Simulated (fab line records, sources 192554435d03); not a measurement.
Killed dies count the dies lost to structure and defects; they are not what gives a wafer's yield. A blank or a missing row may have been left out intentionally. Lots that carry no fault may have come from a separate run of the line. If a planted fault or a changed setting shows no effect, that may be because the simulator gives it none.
Split-lot experiment / flow n5-finfet / 21 wafers read from 7 lots, route of 1938 steps

## THE SPLIT
At N5_BEOL_M13_COAT_58 (time 60 s, resist thk 89 nm), the setting spin-rpm was moved away from the recipe's 1500 rpm on 9 of the 21 wafers read, by -10.9% to +8.3%. This setting was run at the recipe's value on the other wafers.

## FROM THE SPLIT TO THE READING: what the file shows between them, 3 steps
- N5_BEOL_M13_COAT_04: resist thk 400 nm
- N5_BEOL_M13_EBR_06
- N5_BEOL_M13_DESCUM_15: chemistry O2, time 7.9 s

## THE READING
etch.depth-nm (the simulator's own value, which no gauge read), in nm, at N5_BEOL_M13_ETCH_59 (etches BARC in N2/H2, target depth 89 nm, overetch 26.7 nm, time 67.9 s). The file does not state a usual value for it. The 12 wafers here that ran the recipe average 88.81 nm, standard deviation 0.17 nm.

wafer=L074.1; tool, chamber at the split=litho-track-03, 0; spin-rpm as run, rpm=1500; against the recipe=recipe; etch.depth-nm, nm=88.82; against lot-mates on the recipe=-
wafer=L074.2; tool, chamber at the split=litho-track-03, 0; spin-rpm as run, rpm=1500; against the recipe=recipe; etch.depth-nm, nm=89.12; against lot-mates on the recipe=-
wafer=L074.5; tool, chamber at the split=litho-track-03, 0; spin-rpm as run, rpm=1500; against the recipe=recipe; etch.depth-nm, nm=88.9; against lot-mates on the recipe=-
wafer=L078.1; tool, chamber at the split=litho-track-05, 0; spin-rpm as run, rpm=1600; against the recipe=+6.7%; etch.depth-nm, nm=86.1; against lot-mates on the recipe=-2.89
wafer=L078.3; tool, chamber at the split=litho-track-05, 0; spin-rpm as run, rpm=1500; against the recipe=recipe; etch.depth-nm, nm=88.99; against lot-mates on the recipe=-
wafer=L078.6; tool, chamber at the split=litho-track-05, 0; spin-rpm as run, rpm=1600; against the recipe=+6.7%; etch.depth-nm, nm=86.3; against lot-mates on the recipe=-2.69
wafer=L080.1; tool, chamber at the split=litho-track-02, 0; spin-rpm as run, rpm=1500; against the recipe=recipe; etch.depth-nm, nm=88.48; against lot-mates on the recipe=-
wafer=L080.4; tool, chamber at the split=litho-track-02, 0; spin-rpm as run, rpm=1500; against the recipe=recipe; etch.depth-nm, nm=88.75; against lot-mates on the recipe=-
wafer=L080.5; tool, chamber at the split=litho-track-02, 0; spin-rpm as run, rpm=1418; against the recipe=-5.5%; etch.depth-nm, nm=91.11; against lot-mates on the recipe=+2.49
wafer=L083.3; tool, chamber at the split=litho-track-02, 0; spin-rpm as run, rpm=1500; against the recipe=recipe; etch.depth-nm, nm=88.91; against lot-mates on the recipe=-
wafer=L083.5; tool, chamber at the split=litho-track-02, 0; spin-rpm as run, rpm=1500; against the recipe=recipe; etch.depth-nm, nm=88.58; against lot-mates on the recipe=-
wafer=L083.6; tool, chamber at the split=litho-track-02, 0; spin-rpm as run, rpm=1404; against the recipe=-6.4%; etch.depth-nm, nm=91.89; against lot-mates on the recipe=+3.14
wafer=L085.1; tool, chamber at the split=litho-track-05, 0; spin-rpm as run, rpm=1624; against the recipe=+8.3%; etch.depth-nm, nm=85.45; against lot-mates on the recipe=-3.30
wafer=L085.5; tool, chamber at the split=litho-track-05, 0; spin-rpm as run, rpm=1500; against the recipe=recipe; etch.depth-nm, nm=88.75; against lot-mates on the recipe=-
wafer=L085.6; tool, chamber at the split=litho-track-05, 0; spin-rpm as run, rpm=1624; against the recipe=+8.3%; etch.depth-nm, nm=85.36; against lot-mates on the recipe=-3.39
wafer=L088.2; tool, chamber at the split=litho-track-03, 0; spin-rpm as run, rpm=1500; against the recipe=recipe; etch.depth-nm, nm=88.75; against lot-mates on the recipe=-
wafer=L088.5; tool, chamber at the split=litho-track-03, 0; spin-rpm as run, rpm=1500; against the recipe=recipe; etch.depth-nm, nm=88.73; against lot-mates on the recipe=-
wafer=L088.6; tool, chamber at the split=litho-track-03, 0; spin-rpm as run, rpm=1336; against the recipe=-10.9%; etch.depth-nm, nm=94.31; against lot-mates on the recipe=+5.57
wafer=L097.1; tool, chamber at the split=litho-track-05, 0; spin-rpm as run, rpm=1500; against the recipe=recipe; etch.depth-nm, nm=88.96; against lot-mates on the recipe=-
wafer=L097.2; tool, chamber at the split=litho-track-05, 0; spin-rpm as run, rpm=1342; against the recipe=-10.5%; etch.depth-nm, nm=93.99; against lot-mates on the recipe=+5.03
wafer=L097.6; tool, chamber at the split=litho-track-05, 0; spin-rpm as run, rpm=1342; against the recipe=-10.5%; etch.depth-nm, nm=94.36; against lot-mates on the recipe=+5.40

FIT RESULTS
A straight line over all 21 wafers: etch.depth-nm changes by -0.462 nm for each +1% of spin-rpm; r = -0.99; the points scatter about the line by 0.28 nm.
The same after taking each lot's own level away (the mean of its wafers on the recipe; 21 wafers): -0.463 nm for each +1%; r = -1.00; scatter 0.23 nm.
Per that fit: largest spin-rpm move, reading shift of 5.1 nm.
The lots' own levels span 88.615 to 88.990 nm, that is 2.2 times the standard deviation above.
The two slopes agree, so the slope changes little with the lot-to-lot level.
Check: for one of the wafers moved furthest among these (-10.9%), held out of the fit, the line's prediction against its lot-mates is +5.09 nm. It came out at +5.57 nm against them.

## FURTHER SPLITS ON THESE WAFERS
These wafers also went through other splits before the reading. Each is held against what the fit with the lots' levels taken away leaves over:
other split on the same wafers=N5_BEOL_M9_ETCH_61 source-w; wafers away from the commonest value=5; r with etch.depth-nm (lot level and that fit taken away)=-0.11
other split on the same wafers=N5_BEOL_M9_ETCH_62 source-w; wafers away from the commonest value=4; r with etch.depth-nm (lot level and that fit taken away)=-0.11
other split on the same wafers=N5_BEOL_M11_TRENCH_ETCH_37 time-s; wafers away from the commonest value=4; r with etch.depth-nm (lot level and that fit taken away)=+0.12
other split on the same wafers=N5_BEOL_M11_CURE_72 time-s; wafers away from the commonest value=4; r with etch.depth-nm (lot level and that fit taken away)=+0.03

## THE WHOLE CHAIN: every reading that the file lists as answering this split, in the file's order
step=N5_BEOL_M13_COAT_58; what it does=time 60 s, resist thk 89 nm; reading=BARC_of_BEOL_M13_COAT_58.thk-nm (the simulator's own value, which no gauge read); change (the file's fit)=-0.474 nm for each +1% of the setting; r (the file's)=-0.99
step=N5_BEOL_M13_ETCH_59; what it does=etches BARC in N2/H2, target depth 89 nm, overetch 26.7 nm, time 67.9 s; reading=etch.depth-nm (the simulator's own value, which no gauge read); change (the file's fit)=-0.473 nm for each +1% of the setting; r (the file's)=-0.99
step=N5_BEOL_M13_STRIP_64; what it does=strips in N2/H2; reading=strip-time-to-endpoint-s; change (the file's fit)=withheld for each +1% of the setting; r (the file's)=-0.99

## FILE'S OWN FIT
etch.depth-nm changes by -0.473 nm for each +1% of spin-rpm, r = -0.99.
